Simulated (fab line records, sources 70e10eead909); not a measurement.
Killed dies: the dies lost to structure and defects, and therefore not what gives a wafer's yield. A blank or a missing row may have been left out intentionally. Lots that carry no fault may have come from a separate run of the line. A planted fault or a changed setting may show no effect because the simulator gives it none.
fab line records    flow nand-harc
record lots=6  wafers=18  last-day=34
route steps=1302 shown A_M1@1179 A_BONDPAD@1202 END@1302
lots untouched by any fault: they come from a run of this same line in which no faults occurred
start-h: start of the lot's first displayed wafer, in hours after the record's first day    wait-h: hours since the lot's step before    " repeats the value in the row above    L1.1+2: a row that stands for several wafers    - either no value or no given start    * or withheld: withheld    < > ~ a bound
route shown NAME@n: a module of which the file shows steps, and the number in the route of the first    usual: mean and standard deviation over wafers with no fault    same: alike in all rows    chamber/n: place in a boat    sites: per-site readings    _std_site: the values' standard deviation    _edge_site: the outer-site mean with the inner-site mean subtracted    radius-mm: how far each site lies from the wafer's centre    mask NAME#n: copy n    behind: the most recent tool/chamber to have shaped the wafer    hold: what put the lot on hold/how long, in hours/how the hold closed    device: the n, p or np transistor that did not switch    end of line: at the end of the route, the tests of the same wafers    where a step has no rows: the recipe by itself    killed: not the wafer's yield, but the dies lost to structure and defects at the first sort    map: a wafer's dies, x killed, . not, _ none there
set.NAME: the run value of the setting; set.NAME@STEP: its run value at that earlier step    model.NAME: the simulator's own value behind a step, which no gauge read
a table for each step, a row for each wafer; lots at some steps of the route
services: a tool's chamber out of use, with start hour (start-h, from the record's first day; less than 0 if before it), hours out, and reason
## steps
# step NHARC_A_M1_CD_MEAS_09
# recipe target-cd-nm=120  landing-energy-ev=500
# usual cd-nm=119.4/0.98
lot.wafer  tool       chamber  start-h  wait-h  cd-nm
L927.3     cd-sem-02  0        576.76   -       117.7
L927.4     "          0        "        "       118.7
L927.5     "          0        "        "       118.7
L934.3     cd-sem-02  0        631.90   -       119.7
L934.5     "          0        "        "       120.3
L934.6     "          0        "        "       120.8
L933.2     cd-sem-01  0        641.52   -       120.5
L933.3     "          0        "        "       120.3
L933.4     "          0        "        "       119.8
L935.1     cd-sem-03  0        663.37   -       119.6
L935.3     "          0        "        "       119.9
L935.5     "          0        "        "       120.9
L940.2     cd-sem-03  0        715.15   -       117.9
L940.3     "          0        "        "       118.6
L940.4     "          0        "        "       118.1
L945.1     cd-sem-02  0        766.17   -       119.6
L945.3     "          0        "        "       120.2
L945.4     "          0        "        "       120.3
# step NHARC_A_M1_OVL_MEAS_10
# recipe pitch-nm=240
# usual overlay-x-nm=0.2/0.78  overlay-y-nm=0.1/0.82
lot.wafer  tool        chamber  start-h  wait-h  overlay-x-nm  overlay-y-nm
L927.3     overlay-02  -        576.85   -       1.2           0.6
L927.4     "           -        "        "       0.9           1.0
L927.5     "           -        "        "       1.1           0.5
L934.3     overlay-02  -        631.98   -       0.0           0.7
L934.5     "           -        "        "       0.3           0.5
L934.6     "           -        "        "       -0.2          0.4
L933.2     overlay-02  -        641.60   -       0.0           -0.9
L933.3     "           -        "        "       -0.1          -0.7
L933.4     "           -        "        "       -0.1          -0.5
L935.1     overlay-01  -        663.45   -       1.2           0.1
L935.3     "           -        "        "       0.8           0.8
L935.5     "           -        "        "       0.4           0.1
L940.2     overlay-01  -        715.23   -       -0.6          0.9
L940.3     "           -        "        "       -0.6          0.7
L940.4     "           -        "        "       -1.1          0.9
L945.1     overlay-02  -        766.26   -       0.0           -1.0
L945.3     "           -        "        "       0.5           -0.9
L945.4     "           -        "        "       0.1           -0.7
# step NHARC_A_M1_INSPECT_11
# usual raw-defect-count=85/34
lot.wafer  tool               chamber  start-h  wait-h  raw-defect-count
L927.3     defect-inspect-01  -        576.88   0.0     155
L927.4     "                  -        "        "       125
L927.5     "                  -        "        "       166
L934.3     defect-inspect-02  -        632.02   0.0     71
L934.5     "                  -        "        "       60
L934.6     "                  -        "        "       74
L933.2     defect-inspect-02  -        641.64   0.0     131
L933.3     "                  -        "        "       136
L933.4     "                  -        "        "       129
L935.1     defect-inspect-02  -        663.49   0.0     56
L935.3     "                  -        "        "       74
L935.5     "                  -        "        "       62
L940.2     defect-inspect-01  -        715.27   0.0     66
L940.3     "                  -        "        "       63
L940.4     "                  -        "        "       75
L945.1     defect-inspect-02  -        766.30   0.0     98
L945.3     "                  -        "        "       84
L945.4     "                  -        "        "       101
# step NHARC_A_M1_DESCUM_14
# recipe time-s=3  o2-flow-sccm=200  ar-flow-sccm=0  bias-power-w=0  chemistry=O2
# step NHARC_A_M1_ETCH_35
# recipe target-depth-a=400  overetch-a=120  time-s=43.94  ion-energy-ev=200  n2-flow-sccm=150  h2-flow-sccm=150  ar-flow-sccm=0  rf-w=400  bias-w=150  chemistry=N2/H2
# usual drypump-motor-current-A=5.9/0.46  oes-product-au=0.994/0.014  rf-vpp-V=430.8/2.5  showerhead-plenum-p-Torr=2.04/0.084  throttle-valve-pct=14.171/0.0097
lot.wafer  tool         chamber  start-h  wait-h  drypump-motor-current-A  oes-product-au  rf-hours-counter-h  rf-vpp-V  showerhead-plenum-p-Torr  throttle-valve-pct
L927.4     rie-diel-07  0        577.04   0.1     5.8                      0.976           2.8                 435.7     2.18                      14.163
L927.3     "            1        "        "       5.0                      0.999           2.7                 433.8     2.11                      14.168
L927.5     "            2        "        "       6.1                      0.976           -                   427.3     1.92                      14.156
L934.3     rie-diel-12  1        632.16   0.1     6.5                      0.991           0.0                 429.9     2.02                      14.151
L934.6     "            1        "        "       6.5                      0.980           -                   430.2     2.02                      14.181
L934.5     "            2        "        "       5.7                      1.026           -                   430.7     2.02                      14.171
L933.4     rie-diel-07  1        641.78   0.1     5.0                      0.975           3.8                 432.6     2.11                      14.175
L933.2     "            3        "        "       5.7                      0.991           3.5                 432.8     2.08                      14.194
L933.3     "            0        "        "       5.8                      0.980           3.9                 435.2     2.18                      14.170
L935.3     rie-diel-07  0        663.64   0.1     5.8                      0.995           0.1                 434.0     2.18                      14.165
L935.1     "            1        "        "       5.0                      0.997           0.1                 433.3     2.11                      14.161
L935.5     "            0        "        "       5.8                      1.009           -                   435.9     2.18                      14.168
L940.4     rie-diel-07  2        715.42   0.1     6.1                      1.002           1.2                 426.4     1.92                      14.169
L940.2     "            3        "        "       5.7                      0.984           1.3                 431.1     2.08                      14.157
L940.3     "            1        "        "       5.0                      1.006           1.5                 431.7     2.11                      14.179
L945.3     rie-diel-07  0        766.44   0.1     5.8                      1.009           2.2                 433.2     2.18                      14.164
L945.1     "            1        "        "       5.0                      1.000           2.1                 433.9     2.11                      14.162
L945.4     "            2        "        "       6.1                      0.998           1.8                 428.4     1.92                      14.153
# step NHARC_A_M1_ETCH_15
# recipe target-depth-a=1825  time-s=91.2  c4f8-flow-sccm=withheld  ar-flow-sccm=400  rf-w=600  bias-w=300  chemistry=C4F8/Ar
# step NHARC_A_M1_CD_MEAS_16
# usual cd-nm=119.5/1.2
lot.wafer  tool       chamber  start-h  wait-h  cd-nm
L927.3     cd-sem-01  -        577.25   -       117.8
L927.4     "          -        "        "       118.3
L927.5     "          -        "        "       118.7
L934.3     cd-sem-01  -        632.39   -       120.0
L934.5     "          -        "        "       121.5
L934.6     "          -        "        "       121.3
L933.2     cd-sem-01  -        642.01   -       120.6
L933.3     "          -        "        "       120.9
L933.4     "          -        "        "       120.2
L935.1     cd-sem-02  -        663.85   -       120.0
L935.3     "          -        "        "       120.7
L935.5     "          -        "        "       121.6
L940.2     cd-sem-01  -        715.64   -       118.1
L940.3     "          -        "        "       118.8
L940.4     "          -        "        "       118.4
L945.1     cd-sem-02  -        766.66   -       118.9
L945.3     "          -        "        "       121.2
L945.4     "          -        "        "       119.8
# step NHARC_A_M1_STRIP_18
# recipe power-w=1000  n2-flow-sccm=150  h2-flow-sccm=150  ar-flow-sccm=0  bias-w=0  chemistry=N2/H2
# step NHARC_A_M1_ETCH_28
# recipe target-depth-a=300  over-etch-frac=0.3  time-s=72.99  ion-energy-ev=150  cf4-flow-sccm=50  n2-flow-sccm=100  ar-flow-sccm=150  rf-w=300  bias-w=100  chemistry=CF4/N2
# step NHARC_A_M1_STRIP_19
# recipe time-s=600  temp-c=30  chemistry=post-etch-residue-remover
# step NHARC_A_M1_DEGAS_29
# recipe temp-c=250  time-s=60
# step NHARC_A_M1_PRE_CLEAN_30
# recipe time-s=30  temp-c=280  gas=H2/He
# usual heater-power-w=405/50  susceptor-temp-C=279.99/0.19
lot.wafer  tool            chamber  start-h  wait-h  heater-power-w  susceptor-temp-C
L927.4     pvd-sputter-01  -        -        -       397             -
L927.3     "               -        "        "       414             -
L927.5     "               -        "        "       546             -
L934.3     pvd-sputter-01  -        -        -       378             279.77
L934.5     "               -        "        "       500             279.72
L934.6     "               -        "        "       387             279.85
L933.2     pvd-sputter-01  -        -        -       507             279.72
L933.3     "               -        "        "       380             279.63
L933.4     "               -        "        "       402             280.16
L935.3     pvd-sputter-03  -        -        -       376             279.52
L935.1     "               -        "        "       373             280.10
L935.5     "               -        "        "       365             280.04
L940.3     pvd-sputter-03  -        -        -       385             -
L940.2     "               -        "        "       347             -
L940.4     "               -        "        "       360             -
L945.1     pvd-sputter-02  -        -        -       458             280.12
L945.4     "               -        "        "       382             280.01
L945.3     "               -        "        "       308             280.19
# step NHARC_A_M1_PVD_20
# recipe target-thk-a=50  bias-v=168.6  power-w=15000  chamber-pressure-pa=0.12  time-s=8.06  substrate-temp-c=50  material=TaN
# usual throttle-valve-pct=29.3/1
lot.wafer  tool            chamber  start-h  wait-h  throttle-valve-pct
L927.3     pvd-sputter-01  -        578.08   -       27.2
L927.4     "               -        "        "       30.2
L927.5     "               -        "        "       27.4
L934.3     pvd-sputter-01  -        633.25   -       27.7
L934.6     "               -        "        "       30.5
L934.5     "               -        "        "       27.8
L933.4     pvd-sputter-01  -        642.83   -       28.1
L933.2     "               -        "        "       27.6
L933.3     "               -        "        "       30.4
L935.3     pvd-sputter-03  -        664.73   -       29.5
L935.1     "               -        "        "       30.5
L935.5     "               -        "        "       29.3
L940.2     pvd-sputter-03  -        716.48   -       29.2
L940.4     "               -        "        "       28.9
L940.3     "               -        "        "       30.2
L945.3     pvd-sputter-02  -        767.55   -       29.4
L945.1     "               -        "        "       28.6
L945.4     "               -        "        "       30.2
# step NHARC_A_M1_PVD_21
# recipe target-thk-a=300  chamber-pressure-pa=5  power-w=5000  substrate-temp-c=30  time-s=20.49  material=Cu
# step NHARC_A_M1_ECD_22
# recipe target-thk-a=4000  bath-temp-c=25  material=Cu
# step NHARC_A_M1_ANNEAL_31
# recipe temp-c=225  time-s=90
# usual wafer_temp_C_max=226.1/0.31
lot.wafer  tool           chamber  start-h  wait-h  wafer_temp_C_max
L927.3     rtp-anneal-02  0        578.80   -       225.8
L927.4     "              0        "        "       225.8
L927.5     "              0        "        "       225.7
L934.3     rtp-anneal-01  0        633.97   -       226.0
L934.5     "              0        "        "       225.9
L934.6     "              0        "        "       226.0
L933.2     rtp-anneal-02  0        643.51   0.4     225.7
L933.3     "              0        "        "       225.5
L933.4     "              0        "        "       225.9
L935.1     rtp-anneal-02  0        665.35   0.3     225.8
L935.3     "              0        "        "       226.2
L935.5     "              0        "        "       226.0
L940.2     rtp-anneal-02  0        717.14   -       225.8
L940.3     "              0        "        "       226.1
L940.4     "              0        "        "       225.7
L945.1     rtp-anneal-02  0        768.18   -       225.5
L945.3     "              0        "        "       225.8
L945.4     "              0        "        "       225.3
# step NHARC_A_M1_CMP_23
# recipe t-overpolish-s=20  target-thk-nm=154.34
# step NHARC_A_M1_THK_MEAS_24
# recipe thk-meas-gauge=xrf
# usual thk-nm=153.8/1.5
lot.wafer  tool           chamber  start-h  wait-h  thk-nm
L927.3     film-metro-02  -        579.36   -       156.3
L927.4     "              -        "        "       153.1
L927.5     "              -        "        "       155.1
L934.3     film-metro-02  -        634.53   -       150.6
L934.5     "              -        "        "       154.5
L934.6     "              -        "        "       153.4
L933.2     film-metro-02  -        644.12   -       153.8
L933.3     "              -        "        "       153.6
L933.4     "              -        "        "       153.1
L935.1     film-metro-01  -        666.01   -       154.1
L935.3     "              -        "        "       154.9
L935.5     "              -        "        "       155.0
L940.2     film-metro-02  -        717.76   -       151.6
L940.3     "              -        "        "       155.8
L940.4     "              -        "        "       153.1
L945.1     film-metro-01  -        768.83   -       153.3
L945.3     "              -        "        "       156.7
L945.4     "              -        "        "       157.5
# step NHARC_A_M1_SRD_25
# step NHARC_A_M1_PRE_CLEAN_32
# recipe time-s=12  temp-c=370  rf-power-w=300  gas=NH3
# usual heater-power-w=677/68  susceptor-temp-C=370.00/0.23
lot.wafer  tool      chamber  start-h  wait-h  heater-power-w  susceptor-temp-C
L927.3     pecvd-04  1        579.60   0.1     700             370.05
L927.4     "         1        "        "       709             370.12
L927.5     "         2        "        "       769             369.52
L934.3     pecvd-02  2        634.81   0.1     684             370.39
L934.6     "         0        "        "       625             370.19
L934.5     "         1        "        "       785             370.09
L933.3     pecvd-02  1        644.36   0.1     781             370.18
L933.2     "         0        "        "       594             369.92
L933.4     "         2        "        "       635             370.15
L935.3     pecvd-04  1        666.26   0.1     703             369.81
L935.1     "         0        "        "       608             370.08
L935.5     "         2        "        "       738             370.28
L940.2     pecvd-02  2        718.37   0.5     647             369.77
L940.3     "         0        "        "       580             369.82
L940.4     "         2        "        "       637             369.92
L945.1     pecvd-04  1        769.06   0.1     752             369.80
L945.3     "         0        "        "       625             369.86
L945.4     "         1        "        "       757             370.00
# step NHARC_A_M1_DEP_33
# recipe target-thk-a=300  temp-c=370  target-thk-nm=30  pressure-torr=3  flow-sccm=200  rf-w=450  material=SiCN
# step NHARC_A_BONDPAD_DEP_00
# recipe target-thk-a=2500  temp-c=370  target-thk-nm=250  pressure-torr=3  flow-sccm=200  rf-w=450  material=SiCN
# step NHARC_A_BONDPAD_CMP_29
# recipe target-thk-nm=200  material=SiCN
# usual edge-zone-pressure-frac=0.999/0.0049  motor-current-A=12.1/1.3
lot.wafer  tool    chamber  start-h  wait-h  edge-zone-pressure-frac  motor-current-A
L927.4     cmp-01  0        580.65   -       0.999                    12.8
L927.3     "       1        "        "       0.999                    12.8
L927.5     "       0        "        "       0.991                    12.8
L934.3     cmp-01  1        636.14   -       0.993                    12.3
L934.6     "       2        "        "       1.003                    12.9
L934.5     "       3        "        "       1.000                    10.4
L933.2     cmp-04  2        645.40   -       0.996                    11.2
L933.3     "       3        "        "       0.996                    10.3
L933.4     "       1        "        "       0.998                    12.0
L935.1     cmp-02  0        667.29   -       0.996                    10.2
L935.3     "       2        "        "       1.001                    10.8
L935.5     "       1        "        "       1.006                    12.7
L940.4     cmp-01  0        719.39   -       0.997                    12.6
L940.3     "       1        "        "       1.002                    12.9
L940.2     "       3        "        "       1.001                    10.8
L945.3     cmp-01  2        770.12   -       0.997                    13.0
L945.4     "       3        "        "       0.998                    10.4
L945.1     "       0        "        "       1.000                    12.9
# step NHARC_A_BONDPAD_THK_MEAS_30
# recipe thk-meas-gauge=ellipsometry
# usual thk-nm=200.2/1.4
lot.wafer  tool           chamber  start-h  wait-h  thk-nm
L927.3     film-metro-02  -        580.88   0.2     200.2
L927.4     "              -        "        "       201.5
L927.5     "              -        "        "       201.4
L934.3     film-metro-02  -        636.32   0.2     200.6
L934.5     "              -        "        "       200.5
L934.6     "              -        "        "       200.8
L933.2     film-metro-01  -        645.65   0.2     200.2
L933.3     "              -        "        "       198.2
L933.4     "              -        "        "       201.7
L935.1     film-metro-02  -        667.54   0.2     199.2
L935.3     "              -        "        "       200.8
L935.5     "              -        "        "       201.1
L940.2     film-metro-02  -        719.64   0.2     198.1
L940.3     "              -        "        "       201.5
L940.4     "              -        "        "       199.8
L945.1     film-metro-02  -        770.34   0.1     201.1
L945.3     "              -        "        "       199.0
L945.4     "              -        "        "       200.0
# step NHARC_A_BONDPAD_SRD_31
# step NHARC_A_BONDPAD_DEHYDRATE_01
# recipe temp-c=150  time-s=120
# step NHARC_A_BONDPAD_HMDS_02
# recipe time-s=30
# step NHARC_A_BONDPAD_COAT_33
# recipe temp-c=200  time-s=65
# step NHARC_A_BONDPAD_COAT_03
# recipe spin-rpm=2000  resist-thk-nm=600
# step NHARC_A_BONDPAD_SOFTBAKE_04
# recipe temp-c=125  time-s=70
# step NHARC_A_BONDPAD_EBR_05
# step NHARC_A_BONDPAD_EXPOSE_06
# recipe na=0.55  dose-mj=36.99  mask-id=A_BPAD
# step NHARC_A_BONDPAD_PEB_07
# recipe peb-temp-c=128  peb-time-s=80
# step NHARC_A_BONDPAD_DEVELOP_08
# recipe time-s=50  dev-temp-c=22
# step NHARC_A_BONDPAD_CD_MEAS_09
# recipe target-cd-nm=500  landing-energy-ev=500
# usual cd-nm=501.9/2.7
lot.wafer  tool       chamber  start-h  wait-h  cd-nm
L927.3     cd-sem-02  0        581.32   -       504.2
L927.4     "          0        "        "       501.1
L927.5     "          0        "        "       506.9
L934.3     cd-sem-01  0        636.77   -       501.9
L934.5     "          0        "        "       501.9
L934.6     "          0        "        "       501.4
L933.2     cd-sem-01  0        646.22   -       502.1
L933.3     "          0        "        "       501.7
L933.4     "          0        "        "       500.6
L935.1     cd-sem-03  0        668.11   -       502.8
L935.3     "          0        "        "       503.5
L935.5     "          0        "        "       502.9
L940.2     cd-sem-02  0        720.22   -       495.2
L940.3     "          0        "        "       500.8
L940.4     "          0        "        "       496.7
L945.1     cd-sem-02  0        770.78   -       504.3
L945.3     "          0        "        "       503.0
L945.4     "          0        "        "       503.0
# step NHARC_A_BONDPAD_OVL_MEAS_35
# usual overlay-x-nm=2/6.2  overlay-y-nm=-1/6.5
lot.wafer  tool        chamber  start-h  wait-h  overlay-x-nm  overlay-y-nm
L927.3     overlay-01  -        581.41   -       -6            -5
L927.4     "           -        "        "       -6            -5
L927.5     "           -        "        "       -6            -5
L934.3     overlay-02  -        636.85   -       3             -5
L934.5     "           -        "        "       3             -5
L934.6     "           -        "        "       2             -4
L933.2     overlay-02  -        646.30   -       7             -9
L933.3     "           -        "        "       7             -9
L933.4     "           -        "        "       7             -8
L935.1     overlay-02  -        668.20   -       -6            -7
L935.3     "           -        "        "       -6            -7
L935.5     "           -        "        "       -6            -7
L940.2     overlay-01  -        720.31   -       12            11
L940.3     "           -        "        "       12            12
L940.4     "           -        "        "       12            11
L945.1     overlay-02  -        770.87   -       7             3
L945.3     "           -        "        "       7             2
L945.4     "           -        "        "       8             2
# step NHARC_A_BONDPAD_HARDBAKE_10
# recipe temp-c=118  time-s=65
# step NHARC_A_BONDPAD_DESCUM_11
# recipe time-s=3  o2-flow-sccm=200  ar-flow-sccm=0  bias-power-w=0  chemistry=O2
# step NHARC_A_BONDPAD_ETCH_34
# recipe target-depth-a=600  overetch-a=180  time-s=65.91  ion-energy-ev=200  n2-flow-sccm=150  h2-flow-sccm=150  ar-flow-sccm=0  rf-w=400  bias-w=150  chemistry=N2/H2
# step NHARC_A_BONDPAD_ETCH_12
# recipe target-depth-a=2200  time-s=110  chf3-flow-sccm=50  o2-flow-sccm=10  ar-flow-sccm=200  rf-w=500  bias-w=200  chemistry=CHF3/O2
# step NHARC_END_SORT_01
# recipe temp-c=25
# usual defect-limited-yield=90.7/2.7  killed-at-array=58/19  killed-at-other=1.1/1.2  killed-at-periphery=3.8/2.4  killed-dies=63/18  killed-open=3.3/1.8  killed-short=2.2/1.6
# same gross-dies=677
lot.wafer  tool       chamber  start-h  wait-h  defect-limited-yield[%]  killed-at-array  killed-at-other  killed-at-periphery  killed-dies  killed-open  killed-short
L927.4     prober-02  0        613.06   3.4     86.3                     89               3                1                    93           2            4
L934.3     prober-01  0        670.37   3.1     91.1                     60               0                0                    60           2            2
L934.5     prober-01  0        671.96   3.7     79.8                     133              0                4                    137          4            1
L934.6     prober-01  0        672.75   4.0     90.3                     64               0                2                    66           7            3
L933.4     prober-02  0        678.78   3.4     77.7                     150              1                0                    151          1            1
L940.3     prober-01  0        760.74   3.1     91.7                     51               2                3                    56           4            2
# killed by level:class
L927.4 A_SLIT:chamber-film-flake=29 A_CHANNEL_HOLE_D2:chamber-film-flake=26 A_CHANNEL_HOLE_D1:chamber-film-flake=25 A_SGD_CUT:geometric-particle:short=2 A_STAIRCASE:chamber-film-flake=2 THIN_TSV:chamber-film-flake=2 A_ONON_D1:geometric-particle:short=1 A_DECK1_JOINT:geometric-particle:short=1
L934.3 A_SLIT:chamber-film-flake=33 A_CHANNEL_HOLE_D1:chamber-film-flake=10 A_CHANNEL_FILL_D2:chamber-film-flake=5 A_M1:chamber-film-flake=3 A_STAIRCASE:chamber-film-flake=2 A_CONTACT:chamber-film-flake=2 A_SOURCE_PLATE:geometric-particle:short=1 A_ONON_D1:geometric-particle:short=1
L934.5 A_M1:unspecified=85 A_SLIT:chamber-film-flake=28 A_CHANNEL_HOLE_D1:chamber-film-flake=7 P_M2:chamber-film-flake=2 A_CHANNEL_HOLE_D2:chamber-film-flake=2 A_CHANNEL_FILL_D2:chamber-film-flake=2 A_STAIRCASE:chamber-film-flake=2 P_M2:geometric-particle:open=1
L934.6 A_SLIT:chamber-film-flake=34 A_CHANNEL_HOLE_D1:chamber-film-flake=6 A_M1:chamber-film-flake=6 A_ONON_D1:geometric-particle:open=4 A_CHANNEL_FILL_D2:chamber-film-flake=4 A_CONTACT:chamber-film-flake=3 P_M2:chamber-film-flake=2 A_SOURCE_PLATE:geometric-particle:open=1
L933.4 A_M1:unspecified=82 A_CHANNEL_HOLE_D1:chamber-film-flake=26 A_SLIT:chamber-film-flake=24 A_CHANNEL_HOLE_D2:chamber-film-flake=8 A_CONTACT:chamber-film-flake=3 A_ZERO_WELL:chamber-film-flake=2 A_CHANNEL_FILL_D2:chamber-film-flake=2 A_ONON_D2:geometric-particle:short=1
L940.3 A_CHANNEL_HOLE_D2:chamber-film-flake=24 A_CHANNEL_HOLE_D1:chamber-film-flake=7 A_SLIT:chamber-film-flake=4 A_CONTACT:chamber-film-flake=4 A_STAIRCASE:chamber-film-flake=3 A_DECK1_JOINT:geometric-particle:open=2 A_ZERO_WELL:chamber-film-flake=2 THIN_TSV:chamber-film-flake=2
# map L933.4 (x killed, . not)
____________x____________
_________......._________
_______.xx.x..x..._______
______.x..xxxxx....______
_____..xxxx.xxx..x.x_____
____xxxxxxxxxxxx.x..x____
____.xxxxxxxxxxx...xx____
___xxxxxxxxxxxxx...xx.___
___..xxxxxxxxx.x...xxx___
__..xxxxxxxx.xx...x.xxx__
__x.xxxxxxxxxx....xx.x.__
_...xxxxxxxxx......xxxx._
_..x.xxxxxx.xxx....xxx.x_
_x..xxxxxx.........x.x.._
_.....x.xx.............._
_....x.xx.......x......._
.........................
........x................
.........................
.........................
.........................
_......................._
_......................._
_......................._
_......................._
_.....x................._
__.....................__
__.....................__
___...................___
___...................___
____.................____
____..............x..____
_____..............._____
______.............______
_______..........._______
_________.x....._________
____________x____________
# map L934.5 (x killed, . not)
____________.____________
_________x......_________
_______x..x.x....._______
______xxx..........______
_____xxxxxx...x....._____
____.xxxxxxx.......x.____
____xxxxxxxxxx.......____
___..xxxxxxxx....x....___
___.xxxxxxxxx.........___
__..xxxxxxxx..x.......x__
__..xxxxxxxxx.......x..__
_...xxxxxxxx...x........_
_..x.xxxxxxxx..x..x....._
_....x.xxxx..x.........._
_....x.xxxx..x.........._
_........xxxx..........._
......xxxxxx.............
.......xxxxx.............
........xxx.x............
........xxxx.............
.........x...............
_.....x.x..x............_
_..................x...._
_......................._
_......................._
_.........x............._
__.....................__
__.....................__
___...................___
___...........x...x...___
____.................____
____.................____
_____...x..........._____
______.....x.......______
_______x..x......._______
_________......._________
____________.____________
## services
tool            chamber  start-h  hours  kind
rie-diel-07     3        556.56   6.5    repair
rie-diel-07     1        558.08   3.4    repair
pecvd-02        0        580.97   14.6   repair
pvd-sputter-01  -        582.00   10.0   pm
cmp-01          -        585.53   4.0    pm
pecvd-02        -        589.33   13.0   pm
rie-diel-07     -        601.58   5.2    repair
pecvd-04        -        631.35   13.0   pm
cmp-01          -        637.78   1.4    repair
pvd-sputter-02  -        638.00   10.0   pm
pvd-sputter-03  -        640.70   7.9    repair
rie-diel-07     -        648.20   9.0    pm
cmp-01          -        657.51   2.7    repair
cmp-01          -        683.53   4.0    pm
pecvd-04        -        691.77   0.6    repair
pvd-sputter-03  -        704.86   10.0   pm
cmp-01          -        719.60   2.3    repair
pvd-sputter-03  -        732.50   1.7    repair
rtp-anneal-02   -        744.00   12.0   pm
pvd-sputter-01  -        746.98   3.4    repair
rie-diel-07     -        749.37   0.3    repair
pvd-sputter-03  -        752.93   2.7    repair
cmp-01          -        757.71   0.7    repair
pvd-sputter-01  -        760.00   10.0   pm
## key
first-sign step=NHARC_END_SORT_01  reading=killed-at-array  direction=up  sigmas=4.4  usual=58  struck=142
effect step=NHARC_END_SORT_01  reading=defect-limited-yield  direction=down  sigmas=4.4  usual=90.7  struck=78.7
more-kills-born-at NHARC_A_M1_PVD_20@pvd-sputter-01=167
met-at NHARC_A_M1_PVD_20
struck-wafers L933.4,L934.5
fault kind=chamber-particle-source  tool=pvd-sputter-01  chamber=-  onset-h=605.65  steps=NHARC_A_M1_PVD_20  rate-per-visit-cm2=0.95355  end-h=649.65  scope=struck-wafers-only
